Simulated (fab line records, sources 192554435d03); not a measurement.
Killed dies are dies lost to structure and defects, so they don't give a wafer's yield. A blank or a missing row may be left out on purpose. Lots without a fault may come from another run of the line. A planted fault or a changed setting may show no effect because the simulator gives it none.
fab line records | flow n5_finfet
record lots=5 wafers=15 last_day=18
route steps=1938 shown BEOL_M9@1424
lots that met no fault: from a run of the same line without faults
start_h: hours from the record's first day to the start of the lot's first wafer shown | wait_h: hours since the lot's step before | " the same as in the row above | L1.1+2: a row that stands for several wafers | - no value, or no start given | * or withheld: withheld | < > ~ a bound
route shown NAME@n: a module of which the file shows steps, and the number in the route of the first | usual: mean/standard deviation of fault-free wafers | same: alike in all rows | chamber/n: place in a boat | sites: the reading at each site | _std_site: their standard deviation | _edge_site: outer sites' mean less inner sites' | radius_mm: how far each site lies from the wafer's centre | mask NAME#n: copy n | behind: the tool/chamber that last shaped the wafer | hold: why the lot was held/for how many hours/how that ended | device: the transistor (n, p or np) that didn't switch | end of line: the same wafers' tests at the end of the route | a step without rows: its recipe alone | killed: dies lost to structure and defects at the first sort, not the wafer's yield | map: a wafer's dies, x killed, . not, _ none there
set.NAME: the setting as run; set.NAME@STEP: as run at that earlier step | model.NAME: the simulator's own value behind a step, which no gauge read
lots at some steps of the route; a table a step, a row a wafer
services: from which hour (start_h, from the record's first day; less than 0 if before it) a tool's chamber was out of use, for how many hours, and why
## steps
# step N5_BEOL_M9_CD_MEAS_18
# recipe pitch_nm=140 target_cd_nm=70
# usual cd_nm=70.1/0.61
# columns lot.wafer tool chamber start_h wait_h cd_nm
L076.1 cd_sem-02 - 239.14 0.0 70.4
L076.2 " - " " 71.1
L076.4 " - " " 70.3
L079.2 cd_sem-03 - 261.53 0.1 69.5
L079.5 " - " " 69.4
L079.6 " - " " 69.1
L089.1 cd_sem-02 - 305.18 0.0 70.1
L089.2 " - " " 70.9
L089.3 " - " " 71.2
L092.1 cd_sem-01 - 336.65 0.0 71.1
L092.4 " - " " 71.5
L092.5 " - " " 70.4
L097.1 cd_sem-01 - 368.73 0.0 69.4
L097.4 " - " " 69.7
L097.6 " - " " 69.4
# step N5_BEOL_M9_COAT_63
# recipe resist=SOC temp_c=250 time_s=60 spin_rpm=1500 resist_thk_nm=60
# usual chill_plate_temp_C=23.01/0.12 dispense_pressure_kPa=49.6/2.2 heater_power_total_W=500.4/1.7 plate_temp_C=250.02/0.16
# columns lot.wafer tool chamber start_h wait_h chill_plate_temp_C dispense_pressure_kPa heater_power_total_W plate_temp_C
L076.1 litho_track-02 0 240.39 1.2 23.26 52.0 498.4 250.08
L076.2 " 0 " " 22.85 52.0 499.1 250.07
L076.4 " 0 " " 23.01 52.0 499.9 250.05
L079.2 litho_track-03 0 265.64 4.1 23.10 47.2 498.6 250.30
L079.5 " 0 " " 23.05 47.2 500.6 249.87
L079.6 " 0 " " 22.86 47.2 502.4 250.03
L089.1 litho_track-03 0 306.24 1.1 23.32 47.2 498.9 250.05
L089.2 " 0 " " 23.15 47.2 501.4 250.16
L089.3 " 0 " " 23.11 47.2 498.0 250.09
L092.1 litho_track-03 0 339.85 3.2 23.14 47.2 498.1 250.08
L092.4 " 0 " " 23.17 47.2 498.9 250.01
L092.5 " 0 " " 23.03 47.2 498.4 249.97
L097.1 litho_track-05 0 372.58 3.8 22.94 50.9 497.4 250.08
L097.4 " 0 " " 22.95 50.9 500.2 250.36
L097.6 " 0 " " 22.96 50.9 499.5 249.98
# step N5_BEOL_M9_COAT_64
# recipe resist=SiARC temp_c=220 time_s=60 spin_rpm=1500 resist_thk_nm=12
# usual chill_plate_temp_C=22.97/0.098 dispense_pressure_kPa=49.5/2.1 heater_power_total_W=427.6/2.2 plate_temp_C=219.97/0.19
# columns lot.wafer tool chamber start_h wait_h chill_plate_temp_C dispense_pressure_kPa heater_power_total_W plate_temp_C
L076.1 litho_track-02 0 - - 23.02 51.9 429.4 219.87
L076.2 " 0 " " 22.90 51.9 427.1 220.06
L076.4 " 0 " " 23.00 51.9 424.6 219.93
L079.2 litho_track-03 0 - - 22.72 47.3 429.9 220.15
L079.5 " 0 " " 22.92 47.3 424.4 220.02
L079.6 " 0 " " 22.67 47.2 424.6 219.83
L089.1 litho_track-03 0 - - 22.64 47.2 427.2 220.21
L089.2 " 0 " " 22.98 47.2 424.4 220.05
L089.3 " 0 " " 22.83 47.2 429.3 219.93
L092.1 litho_track-03 0 - - 23.05 47.2 428.7 219.61
L092.4 " 0 " " 22.86 47.2 428.9 219.58
L092.5 " 0 " " 22.87 47.2 426.2 220.01
L097.1 litho_track-05 0 - - 22.94 50.9 431.0 219.99
L097.4 " 0 " " 22.96 50.9 426.8 219.96
L097.6 " 0 " " 23.12 51.0 429.0 219.69
# step N5_BEOL_M9_COAT_75
# recipe resist=underlayer temp_c=205 time_s=60 spin_rpm=1500 resist_thk_nm=5
# usual chill_plate_temp_C=23.00/0.11 dispense_pressure_kPa=49.5/2.2 heater_power_total_W=391.6/1.3 plate_temp_C=205.01/0.16
# columns lot.wafer tool chamber start_h wait_h chill_plate_temp_C dispense_pressure_kPa heater_power_total_W plate_temp_C
L076.1 litho_track-02 0 - - 23.08 52.0 393.3 205.19
L076.2 " 0 " " 22.93 52.0 391.1 205.33
L076.4 " 0 " " 23.03 52.0 391.1 205.42
L079.2 litho_track-03 0 - - 23.08 47.2 390.2 205.12
L079.5 " 0 " " 23.02 47.2 391.6 205.01
L079.6 " 0 " " 23.05 47.2 392.6 204.87
L089.1 litho_track-03 0 - - 23.05 47.2 393.3 205.05
L089.2 " 0 " " 22.99 47.2 391.5 205.24
L089.3 " 0 " " 22.96 47.2 390.1 205.04
L092.1 litho_track-03 0 - - 23.15 47.2 390.8 205.07
L092.4 " 0 " " 23.22 47.2 392.9 205.00
L092.5 " 0 " " 23.21 47.2 391.2 204.98
L097.1 litho_track-05 0 - - 22.97 50.9 392.4 205.22
L097.4 " 0 " " 23.01 50.9 393.1 205.14
L097.6 " 0 " " 23.16 50.9 389.5 204.96
# step N5_BEOL_M9_COAT_22
# recipe resist=CAR-EUV spin_rpm=1500 resist_thk_nm=30
# usual chill_plate_temp_C=23.01/0.093 dispense_pressure_kPa=49.5/2.2
# columns lot.wafer tool chamber start_h wait_h chill_plate_temp_C dispense_pressure_kPa
L076.1 litho_track-02 0 - - 22.98 52.0
L076.2 " 0 " " 23.02 51.9
L076.4 " 0 " " 22.91 52.0
L079.2 litho_track-03 0 - - 22.86 47.1
L079.5 " 0 " " 22.89 47.1
L079.6 " 0 " " 22.75 47.1
L089.1 litho_track-03 0 - - 23.13 47.2
L089.2 " 0 " " 22.85 47.2
L089.3 " 0 " " 23.04 47.2
L092.1 litho_track-03 0 - - 22.98 47.2
L092.4 " 0 " " 22.98 47.2
L092.5 " 0 " " 23.06 47.2
L097.1 litho_track-05 0 - - 23.07 50.9
L097.4 " 0 " " 23.09 50.9
L097.6 " 0 " " 23.07 50.9
# step N5_BEOL_M9_EBR_24
# recipe solvent=PGMEA ebr_width_mm=1.5
# usual chill_plate_temp_C=23.00/0.11
# columns lot.wafer tool chamber start_h wait_h chill_plate_temp_C
L076.1 litho_track-02 0 - - 22.90
L076.2 " 0 " " 22.91
L076.4 " 0 " " 22.86
L079.2 litho_track-03 0 - - 23.10
L079.5 " 0 " " 22.96
L079.6 " 0 " " 23.02
L089.1 litho_track-03 0 - - 22.88
L089.2 " 0 " " 22.93
L089.3 " 0 " " 22.94
L092.1 litho_track-03 0 - - 23.09
L092.4 " 0 " " 23.18
L092.5 " 0 " " 23.05
L097.1 litho_track-05 0 - - 23.04
L097.4 " 0 " " 23.01
L097.6 " 0 " " 22.87
# step N5_BEOL_M9_SOFTBAKE_23
# recipe temp_c=110 time_s=60 resist=CAR-EUV
# usual chill_plate_temp_C=22.99/0.086 heater_power_total_W=175.3/1.6 plate_temp_C=110.03/0.13
# columns lot.wafer tool chamber start_h wait_h chill_plate_temp_C heater_power_total_W plate_temp_C
L076.1 litho_track-02 0 - - 23.01 177.5 110.00
L076.2 " 0 " " 23.00 175.9 110.14
L076.4 " 0 " " 23.03 176.9 109.89
L079.2 litho_track-03 0 - - 22.98 174.4 110.16
L079.5 " 0 " " 23.02 173.7 110.10
L079.6 " 0 " " 22.87 174.5 110.16
L089.1 litho_track-03 0 - - 23.05 175.3 109.86
L089.2 " 0 " " 23.07 173.8 110.16
L089.3 " 0 " " 22.94 176.3 109.96
L092.1 litho_track-03 0 - - 23.10 175.4 110.20
L092.4 " 0 " " 23.17 175.2 110.00
L092.5 " 0 " " 23.01 173.1 110.16
L097.1 litho_track-05 0 - - 22.94 176.4 110.01
L097.4 " 0 " " 23.03 177.6 110.02
L097.6 " 0 " " 23.04 174.8 110.02
# step N5_BEOL_M9_EXPOSE_25
# recipe mask_id=V8 na=0.33 source_shape=annular sigma_inner=0.4 sigma_outer=0.8 polarization=unpolarized dose_mj=37.25
# columns lot.wafer tool chamber start_h wait_h mask
L076.1+2+4 euv_scanner-01 0 240.67 - V8#0
L079.2+5+6 euv_scanner-02 0 265.99 - V8#0
L089.1+2+3 euv_scanner-01 0 306.37 - V8#0
L092.1+4+5 euv_scanner-01 0 340.11 - V8#0
L097.1+4+6 euv_scanner-02 0 372.85 - V8#0
# step N5_BEOL_M9_PEB_26
# recipe peb_temp_c=100 peb_time_s=60 resist=CAR-EUV
# usual chill_plate_temp_C=22.97/0.1 heater_power_total_W=154.1/0.99 plate_temp_C=100.00/0.15
# columns lot.wafer tool chamber start_h wait_h chill_plate_temp_C heater_power_total_W plate_temp_C
L076.1 litho_track-05 0 240.73 0.1 23.04 155.3 99.79
L076.2 " 0 " " 23.05 154.3 99.79
L076.4 " 0 " " 22.92 154.6 99.88
L079.2 litho_track-05 0 266.05 0.0 22.99 154.1 99.99
L079.5 " 0 " " 22.99 154.5 100.03
L079.6 " 0 " " 23.12 155.1 100.16
L089.1 litho_track-02 0 306.43 0.1 23.09 154.6 99.98
L089.2 " 0 " " 22.75 155.5 100.01
L089.3 " 0 " " 23.07 154.1 99.89
L092.1 litho_track-02 0 340.17 0.1 23.02 153.4 100.08
L092.4 " 0 " " 22.95 154.8 100.22
L092.5 " 0 " " 22.97 153.9 99.87
L097.1 litho_track-02 0 372.91 0.1 23.04 152.6 99.95
L097.4 " 0 " " 23.03 154.8 99.92
L097.6 " 0 " " 23.00 153.6 99.71
# step N5_BEOL_M9_DEVELOP_27
# recipe develop_time_s=30 developer=TMAH resist=CAR-EUV rinse_liquid=surfactant_rinse dry=air_spin dev_temp_c=23
# usual chill_plate_temp_C=22.99/0.1
# columns lot.wafer tool chamber start_h wait_h chill_plate_temp_C
L076.1 litho_track-05 0 - - 22.93
L076.2 " 0 " " 23.05
L076.4 " 0 " " 23.16
L079.2 litho_track-05 0 - - 22.84
L079.5 " 0 " " 22.93
L079.6 " 0 " " 23.00
L089.1 litho_track-02 0 - - 22.85
L089.2 " 0 " " 23.05
L089.3 " 0 " " 22.92
L092.1 litho_track-02 0 - - 22.79
L092.4 " 0 " " 22.90
L092.5 " 0 " " 23.05
L097.1 litho_track-02 0 - - 23.00
L097.4 " 0 " " 23.06
L097.6 " 0 " " 22.92
# step N5_BEOL_M9_CD_MEAS_28
# recipe target_cd_nm=70 landing_energy_ev=500 detector=se_inlens polarity=opening
# usual cd_nm=69.98/0.28
# same landing_energy_ev=500
# columns lot.wafer tool chamber start_h wait_h cd_nm
L076.1 cd_sem-02 0 240.80 - 70.06
L076.2 " 0 " " 70.39
L076.4 " 0 " " 70.54
L079.2 cd_sem-01 0 266.12 - 70.17
L079.5 " 0 " " 70.34
L079.6 " 0 " " 70.26
L089.1 cd_sem-01 0 306.50 - 69.78
L089.2 " 0 " " 69.84
L089.3 " 0 " " 69.44
L092.1 cd_sem-03 0 340.24 - 70.29
L092.4 " 0 " " 70.11
L092.5 " 0 " " 70.17
L097.1 cd_sem-01 0 372.98 - 70.35
L097.4 " 0 " " 70.00
L097.6 " 0 " " 70.18
# step N5_BEOL_M9_OVL_MEAS_29
# recipe points_per_wafer=522
# usual V8_OVL=0.2/0.57
# columns lot.wafer tool chamber start_h wait_h V8_OVL[nm]
L076.1 overlay-01 0 240.83 0.0 0.9
L076.2 " 0 " " 0.0
L076.4 " 0 " " 0.7
L079.2 overlay-02 0 266.15 0.0 -0.4
L079.5 " 0 " " 0.9
L079.6 " 0 " " 0.6
L089.1 overlay-02 0 306.53 0.0 -0.7
L089.2 " 0 " " -0.4
L089.3 " 0 " " -0.2
L092.1 overlay-02 0 340.27 0.0 0.1
L092.4 " 0 " " 0.8
L092.5 " 0 " " 0.6
L097.1 overlay-02 0 373.01 0.0 -0.4
L097.4 " 0 " " -0.2
L097.6 " 0 " " 0.7
# step N5_BEOL_M9_INSPECT_30
# recipe mode=adi inspect_instrument=brightfield
# usual raw_defect_count=395/90
# columns lot.wafer tool chamber start_h wait_h raw_defect_count
L076.1 defect_inspect-02 - 240.89 0.1 382
L076.2 " - " " 370
L076.4 " - " " 415
L079.2 defect_inspect-02 - 266.20 0.0 445
L079.5 " - " " 426
L079.6 " - " " 432
L089.1 defect_inspect-01 - 306.59 0.1 326
L089.2 " - " " 363
L089.3 " - " " 398
L092.1 defect_inspect-01 - 340.32 0.1 276
L092.4 " - " " 732
L092.5 " - " " 246
L097.1 defect_inspect-02 - 373.07 0.1 387
L097.4 " - " " 412
L097.6 " - " " 464
# step N5_BEOL_M9_DESCUM_33
# recipe chemistry=O2 time_s=7 source_power_w=50 bias_power_w=20 pressure_mtorr=20 rf_frequency_hz=2.712e+07 temp_c=40 resist=CAR-EUV o2_flow_sccm=225
# usual bias_power_w=20.00/0.057 drypump_motor_current_A=5.7/0.43 o2_flow_sccm=225.0/0.67 oes_product_au=0.80/0.099 rf_fwd_power_W=49.40/0.24 rf_vpp_V=243.1/1.4 showerhead_plenum_p_Torr=2.09/0.082 throttle_valve_pct=20.42/0.27
# columns lot.wafer tool chamber start_h wait_h bias_power_w drypump_motor_current_A o2_flow_sccm oes_product_au rf_fwd_power_W rf_hours_counter_h rf_vpp_V showerhead_plenum_p_Torr throttle_valve_pct
L076.1 rie_diel-03 0 241.17 0.3 19.92 5.9 224.7 0.83 49.21 69 240.8 2.02 20.12
L076.2 " 2 " " 20.00 6.1 224.5 0.76 49.60 183 241.7 1.99 20.49
L076.4 " 1 " " 19.97 5.7 223.7 0.76 49.47 159 243.4 2.08 20.18
L079.2 rie_diel-03 2 266.24 0.0 20.04 6.0 224.4 0.75 49.33 190 240.8 1.99 20.50
L079.5 " 1 " " 19.96 5.7 224.8 0.75 49.38 - 243.2 2.08 20.20
L079.6 " 2 " " 20.06 6.0 225.2 0.75 49.60 - 241.3 1.99 20.49
L089.1 rie_diel-02 1 306.62 0.0 19.97 6.3 225.4 0.91 49.21 24 243.2 2.02 19.99
L089.2 " 2 " " 19.94 5.8 224.5 0.73 49.53 180 243.9 2.08 20.70
L089.3 " 3 " " 19.99 4.9 225.2 0.71 49.49 241 240.8 1.99 20.97
L092.1 rie_diel-02 2 340.36 0.0 19.94 5.8 226.0 0.71 49.56 193 243.4 2.08 20.72
L092.4 " 0 " " 20.07 5.7 224.3 0.87 49.44 44 245.0 2.13 20.24
L092.5 " 2 " " 20.00 5.8 225.0 0.72 49.19 - 243.4 2.08 20.70
L097.1 rie_diel-02 3 373.62 0.5 20.11 4.9 224.9 0.95 49.73 11 243.9 2.25 20.56
L097.4 " 2 " " 20.02 5.9 225.7 0.71 49.65 204 243.0 2.07 20.72
L097.6 " 3 " " 20.03 4.9 224.1 0.95 49.66 - 245.1 2.25 20.56
# step N5_BEOL_M9_ETCH_76
# recipe chemistry=N2/H2 target=underlayer target_depth_a=65 mask_material=CAR-EUV time_s=5.2 ion_energy_ev=200 pressure_mtorr=30 source_w=840 bias_w=150 n2_flow_sccm=200 h2_flow_sccm=200 ends=cleared
# usual drypump_motor_current_A=5.7/0.43 etch_rf_on_time_s=5.20/0.12 oes_product_au=0.68/0.085 rf_fwd_power_W=819.6/2.5 rf_vpp_V=523.8/2.8 showerhead_plenum_p_Torr=2.54/0.093 throttle_valve_pct=17.89/0.24
# columns lot.wafer tool chamber start_h wait_h drypump_motor_current_A etch_rf_on_time_s oes_product_au rf_fwd_power_W rf_hours_counter_h rf_vpp_V showerhead_plenum_p_Torr throttle_valve_pct
L076.1 rie_diel-03 0 241.21 0.0 5.9 5.24 0.71 820.9 69 521.3 2.46 17.67
L076.2 " 2 " " 6.0 5.33 0.63 821.0 183 519.5 2.44 18.04
L076.4 " 1 " " 5.7 5.13 0.65 823.0 159 523.7 2.53 17.65
L079.2 rie_diel-03 2 266.27 0.0 6.0 5.27 0.63 822.1 190 519.5 2.44 18.04
L079.5 " 1 " " 5.7 5.14 0.65 818.5 - 524.7 2.53 17.68
L079.6 " 2 " " 6.0 5.21 0.63 819.5 - 521.2 2.44 18.02
L089.1 rie_diel-02 1 306.66 0.0 6.3 5.09 0.78 818.4 24 522.1 2.48 17.50
L089.2 " 2 " " 5.8 5.16 0.63 822.7 180 524.9 2.53 18.22
L089.3 " 3 " " 4.9 4.99 0.62 816.3 241 523.1 2.40 18.23
L092.1 rie_diel-02 2 340.39 0.0 5.9 5.22 0.62 813.7 193 524.6 2.53 18.26
L092.4 " 0 " " 5.7 5.25 0.75 817.1 44 524.6 2.61 17.83
L092.5 " 2 " " 5.9 5.21 0.62 815.8 - 524.9 2.53 18.26
L097.1 rie_diel-02 3 373.65 0.0 4.9 4.92 0.83 819.0 11 528.3 2.71 17.79
L097.4 " 2 " " 5.9 5.21 0.61 820.6 204 524.4 2.52 18.25
L097.6 " 3 " " 4.9 4.89 0.83 821.3 - 528.7 2.71 17.78
# step N5_BEOL_M9_ETCH_65
# recipe chemistry=CF4 target=SiARC target_depth_a=156 mask_material=CAR-EUV time_s=26 ion_energy_ev=80 pressure_mtorr=40 source_w=545 bias_w=36 Ar_flow_sccm=100 cf4_flow_sccm=100 ends=cleared
# usual drypump_motor_current_A=5.7/0.43 etch_rf_on_time_s=26.0/0.57 oes_product_au=0.68/0.083 rf_fwd_power_W=532.2/1.9 rf_vpp_V=184.1/1.2 showerhead_plenum_p_Torr=2.14/0.072 throttle_valve_pct=15.61/0.26
# columns lot.wafer tool chamber start_h wait_h drypump_motor_current_A etch_rf_on_time_s oes_product_au rf_fwd_power_W rf_hours_counter_h rf_vpp_V showerhead_plenum_p_Torr throttle_valve_pct
L076.1 rie_diel-03 0 241.22 0.0 5.9 26.4 0.71 530.6 69 183.5 2.08 15.36
L076.2 " 2 " " 6.0 26.4 0.63 532.6 183 182.6 2.05 15.75
L076.4 " 1 " " 5.7 26.0 0.66 532.0 159 184.5 2.14 15.45
L079.2 rie_diel-03 2 266.29 0.0 6.0 26.4 0.63 533.9 190 182.1 2.05 15.77
L079.5 " 1 " " 5.7 26.3 0.64 532.5 - 184.7 2.14 15.47
L079.6 " 2 " " 6.1 26.4 0.64 533.0 - 181.8 2.05 15.77
L089.1 rie_diel-02 1 306.68 0.0 6.3 25.2 0.78 530.1 24 184.2 2.10 15.28
L089.2 " 2 " " 5.8 25.7 0.63 532.2 180 184.4 2.14 15.91
L089.3 " 3 " " 4.9 24.6 0.63 533.8 241 182.4 2.03 16.07
L092.1 rie_diel-02 2 340.41 0.0 5.8 25.9 0.62 533.7 193 184.0 2.13 15.95
L092.4 " 0 " " 5.8 26.1 0.75 531.2 44 184.9 2.16 15.34
L092.5 " 2 " " 5.8 26.0 0.62 531.9 - 184.9 2.13 15.94
L097.1 rie_diel-02 3 373.67 0.0 4.9 24.9 0.83 532.6 11 184.7 2.28 15.60
L097.4 " 2 " " 5.8 26.0 0.61 530.5 204 184.7 2.13 15.97
L097.6 " 3 " " 4.9 24.6 0.83 534.0 - 184.7 2.28 15.60
# step N5_BEOL_M9_ETCH_66
# recipe chemistry=N2/H2 target=SOC target_depth_a=800 overetch_a=160 mask_material=SiARC temp_c=40 time_s=120 ion_energy_ev=200 pressure_mtorr=30 source_w=840 bias_w=150 n2_flow_sccm=200 h2_flow_sccm=200
# usual drypump_motor_current_A=5.7/0.43 oes_product_au=0.61/0.072 rf_fwd_power_W=835.8/2.4 rf_vpp_V=523.8/2.6 showerhead_plenum_p_Torr=2.54/0.093 throttle_valve_pct=17.84/0.24
# columns lot.wafer tool chamber start_h wait_h drypump_motor_current_A oes_product_au rf_fwd_power_W rf_hours_counter_h rf_vpp_V showerhead_plenum_p_Torr throttle_valve_pct
L076.1 rie_diel-03 0 241.25 0.0 5.9 0.65 837.4 69 521.5 2.46 17.61
L076.2 " 2 " " 6.0 0.58 833.7 183 520.8 2.44 18.00
L076.4 " 1 " " 5.7 0.58 837.2 159 525.7 2.54 17.63
L079.2 rie_diel-03 2 266.32 0.0 6.0 0.57 834.3 190 520.2 2.44 17.99
L079.5 " 1 " " 5.7 0.58 833.5 - 523.8 2.53 17.62
L079.6 " 2 " " 6.0 0.57 833.6 - 520.0 2.44 18.00
L089.1 rie_diel-02 1 306.70 0.0 6.3 0.70 837.4 24 522.0 2.48 17.44
L089.2 " 2 " " 5.8 0.57 835.8 180 523.3 2.53 18.20
L089.3 " 3 " " 4.9 0.54 834.4 241 521.2 2.40 18.17
L092.1 rie_diel-02 2 340.44 0.0 5.8 0.56 835.5 193 522.9 2.53 18.20
L092.4 " 0 " " 5.7 0.67 839.0 44 526.0 2.60 17.76
L092.5 " 2 " " 5.8 0.56 835.3 - 523.1 2.53 18.19
L097.1 rie_diel-02 3 373.70 0.0 4.9 0.72 839.9 11 528.0 2.71 17.75
L097.4 " 2 " " 5.8 0.55 836.9 204 524.0 2.52 18.21
L097.6 " 3 " " 4.9 0.72 839.5 - 527.8 2.71 17.72
# step N5_BEOL_M9_STRIP_69
# recipe chemistry=N2/H2 temp_c=40 n2_flow_sccm=200 h2_flow_sccm=200 rf_frequency_hz=6e+07
# columns lot.wafer tool chamber start_h wait_h
L076.1+2+4 rie_diel-03 0,2,1 241.33 0.0
L079.2+5+6 rie_diel-03 2,1,2 266.40 0.0
L089.1+2+3 rie_diel-02 1,2,3 306.78 0.0
L092.1+4+5 rie_diel-02 2,0,2 340.52 0.0
L097.1+4+6 rie_diel-02 3,2,3 373.78 0.0
# step N5_BEOL_M9_STRIP_77
# recipe chemistry=N2/H2 temp_c=40 n2_flow_sccm=200 h2_flow_sccm=200 rf_frequency_hz=6e+07
# columns lot.wafer tool chamber start_h wait_h
L076.1+2+4 rie_diel-03 0,2,1 241.34 0.0
L079.2+5+6 rie_diel-03 2,1,2 266.41 0.0
L089.1+2+3 rie_diel-02 1,2,3 306.79 0.0
L092.1+4+5 rie_diel-02 2,0,2 340.53 0.0
L097.1+4+6 rie_diel-02 3,2,3 373.79 0.0
# step N5_BEOL_M9_VIA_ETCH_34
# recipe chemistry=C4F6/O2 target=SiCOH_lowk target_depth_a=1824 mask_material=SOC taper_deg=4 time_s=68.4 ion_energy_ev=250 pressure_mtorr=30 source_w=345 bias_w=185 Ar_flow_sccm=300 C4F6_flow_sccm=10 O2_flow_sccm=10
# usual drypump_motor_current_A=5.7/0.43 oes_ar_750_au=0.80/0.094 oes_product_au=0.80/0.098 rf_fwd_power_W=342.2/1.2 rf_vpp_V=666/11 showerhead_plenum_p_Torr=2.85/0.098 throttle_valve_pct=20.95/0.2
# columns lot.wafer tool chamber start_h wait_h drypump_motor_current_A oes_ar_750_au oes_product_au rf_fwd_power_W rf_hours_counter_h rf_vpp_V showerhead_plenum_p_Torr throttle_valve_pct
L076.1 rie_diel-03 0 241.35 0.0 5.9 0.81 0.84 341.0 69 692 2.77 20.72
L076.2 " 2 " " 6.0 0.75 0.75 341.8 183 667 2.72 20.96
L076.4 " 1 " " 5.7 0.76 0.76 343.3 159 682 2.86 20.82
L079.2 rie_diel-03 2 266.42 0.0 6.0 0.74 0.73 342.2 191 666 2.71 20.96
L079.5 " 1 " " 5.7 0.76 0.75 343.6 - 682 2.86 20.80
L079.6 " 2 " " 6.0 0.75 0.74 341.6 - 665 2.71 20.97
L089.1 rie_diel-02 1 306.80 0.0 6.3 0.91 0.91 342.2 24 657 2.82 20.78
L089.2 " 2 " " 5.8 0.73 0.73 342.4 180 669 2.85 21.30
L089.3 " 3 " " 4.9 0.72 0.70 343.9 241 665 2.68 21.22
L092.1 rie_diel-02 2 340.54 0.0 5.9 0.72 0.73 342.8 193 668 2.85 21.30
L092.4 " 0 " " 5.7 0.88 0.87 343.0 44 668 2.89 20.69
L092.5 " 2 " " 5.9 0.73 0.72 342.9 - 668 2.85 21.29
L097.1 rie_diel-02 3 373.80 0.0 4.8 0.96 0.96 341.9 11 675 3.01 20.85
L097.4 " 2 " " 5.9 0.72 0.71 342.8 204 669 2.84 21.32
L097.6 " 3 " " 4.9 0.96 0.97 341.5 - 674 3.01 20.85
# step N5_BEOL_M9_STRIP_73
# recipe chemistry=C4F6/O2 resist=SiARC rf_frequency_hz=6e+07
# columns lot.wafer tool chamber start_h wait_h
L076.1+2+4 rie_diel-03 0,2,1 241.40 0.0
L079.2+5+6 rie_diel-03 2,1,2 266.47 0.0
L089.1+2+3 rie_diel-02 1,2,3 306.86 0.0
L092.1+4+5 rie_diel-02 2,0,2 340.59 0.0
L097.1+4+6 rie_diel-02 3,2,3 373.85 0.0
# step N5_BEOL_M9_STRIP_36
# recipe chemistry=N2/H2 power_w=450 temp_c=40 pressure_mtorr=20 rf_frequency_hz=6e+07 overash_fraction=0.3 bias_power_w=7 h2_frac=0.5 n2_flow_sccm=200 h2_flow_sccm=200
# usual bias_power_w=6.999/0.023 drypump_motor_current_A=5.7/0.43 oes_product_au=0.80/0.098 rf_vpp_V=59.2/1.4 showerhead_plenum_p_Torr=2.54/0.093 throttle_valve_pct=23.70/0.27
# columns lot.wafer tool chamber start_h wait_h bias_power_w drypump_motor_current_A oes_product_au rf_hours_counter_h rf_vpp_V showerhead_plenum_p_Torr throttle_valve_pct
L076.1 rie_diel-03 0 241.41 0.0 6.974 5.9 0.84 69 58.4 2.46 23.53
L076.2 " 2 " " 6.969 6.1 0.74 183 59.7 2.43 23.85
L076.4 " 1 " " 6.944 5.7 0.77 159 58.6 2.53 23.39
L079.2 rie_diel-03 2 266.48 0.0 7.007 6.0 0.75 191 56.5 2.43 23.88
L079.5 " 1 " " 7.008 5.7 0.76 - 59.8 2.53 23.41
L079.6 " 2 " " 7.010 6.1 0.75 - 58.3 2.43 23.86
L089.1 rie_diel-02 1 306.87 0.0 6.994 6.4 0.91 24 60.4 2.48 23.29
L089.2 " 2 " " 7.016 5.9 0.73 180 60.9 2.53 24.07
L089.3 " 3 " " 6.971 4.8 0.70 241 56.9 2.39 23.98
L092.1 rie_diel-02 2 340.60 0.0 6.980 5.8 0.72 193 59.5 2.52 24.06
L092.4 " 0 " " 6.973 5.7 0.88 44 59.3 2.60 23.75
L092.5 " 2 " " 7.047 5.8 0.72 - 61.4 2.52 24.09
L097.1 rie_diel-02 3 373.86 0.0 6.971 4.9 0.93 11 58.5 2.70 23.59
L097.4 " 2 " " 7.012 5.9 0.71 204 59.5 2.52 24.10
L097.6 " 3 " " 6.996 4.9 0.94 - 60.4 2.70 23.57
# step N5_BEOL_M9_TRENCH_ETCH_37
# recipe chemistry=C4F6/O2 target_depth_a=1514.3 target=SiCOH_lowk time_s=49 ion_energy_ev=250 pressure_mtorr=30 source_w=345 bias_w=185 Ar_flow_sccm=300 C4F6_flow_sccm=10 O2_flow_sccm=10
# usual drypump_motor_current_A=5.7/0.43 oes_ar_750_au=0.80/0.093 oes_product_au=0.80/0.096 rf_fwd_power_W=341.5/1.4 rf_vpp_V=666/11 showerhead_plenum_p_Torr=2.85/0.098 throttle_valve_pct=20.98/0.2
# columns lot.wafer tool chamber start_h wait_h drypump_motor_current_A oes_ar_750_au oes_product_au rf_fwd_power_W rf_hours_counter_h rf_vpp_V showerhead_plenum_p_Torr throttle_valve_pct
L076.1 rie_diel-03 0 - - 5.9 0.82 0.83 342.5 69 691 2.77 20.75
L076.2 " 2 " " 6.0 0.75 0.73 343.1 183 665 2.72 20.97
L076.4 " 1 " " 5.7 0.76 0.77 341.9 159 682 2.86 20.85
L079.2 rie_diel-03 2 - - 6.1 0.75 0.74 343.6 191 666 2.71 20.98
L079.5 " 1 " " 5.7 0.76 0.76 341.2 - 683 2.86 20.85
L079.6 " 2 " " 6.1 0.75 0.74 341.1 - 666 2.71 20.97
L089.1 rie_diel-02 1 - - 6.4 0.90 0.91 342.8 24 656 2.82 20.82
L089.2 " 2 " " 5.9 0.73 0.73 342.2 180 669 2.85 21.31
L089.3 " 3 " " 4.9 0.72 0.71 340.4 241 663 2.68 21.24
L092.1 rie_diel-02 2 - - 5.9 0.73 0.72 342.8 193 667 2.85 21.33
L092.4 " 0 " " 5.7 0.88 0.86 341.6 44 669 2.89 20.72
L092.5 " 2 " " 5.9 0.73 0.71 342.4 - 669 2.85 21.33
L097.1 rie_diel-02 3 - - 4.9 0.96 0.95 342.1 11 674 3.01 20.87
L097.4 " 2 " " 5.9 0.72 0.71 342.4 204 670 2.84 21.35
L097.6 " 3 " " 4.9 0.96 0.97 341.4 - 675 3.01 20.88
## services
# columns tool chamber start_h hours kind
euv_scanner-01 - 216.46 1.0 pm
euv_scanner-01 - 248.81 0.4 repair
euv_scanner-02 0 249.13 - calibration
euv_scanner-02 - 254.58 1.0 pm
rie_diel-02 1 257.11 6.0 repair
euv_scanner-01 - 261.43 1.0 pm
euv_scanner-01 - 282.62 5.8 pm
rie_diel-02 3 293.80 6.4 repair
euv_scanner-01 - 300.07 6.2 pm
euv_scanner-02 - 306.32 5.8 pm
euv_scanner-01 - 313.11 4.6 pm
rie_diel-03 0 318.87 4.7 repair
rie_diel-02 3 325.04 - clean
rie_diel-02 3 325.04 - consumable_replace:focus_ring
rie_diel-02 3 325.04 - consumable_replace:showerhead
rie_diel-02 3 325.04 14.1 scheduled_down
rie_diel-02 3 325.04 14.1 vent_cycle
rie_diel-03 0 325.59 3.4 repair
litho_track-02 - 334.97 - consumable_replace:filter
euv_scanner-01 0 346.35 - calibration
euv_scanner-02 - 360.71 4.6 pm
euv_scanner-02 - 366.88 1.0 pm
euv_scanner-01 - 373.73 1.0 pm
## key
fault none
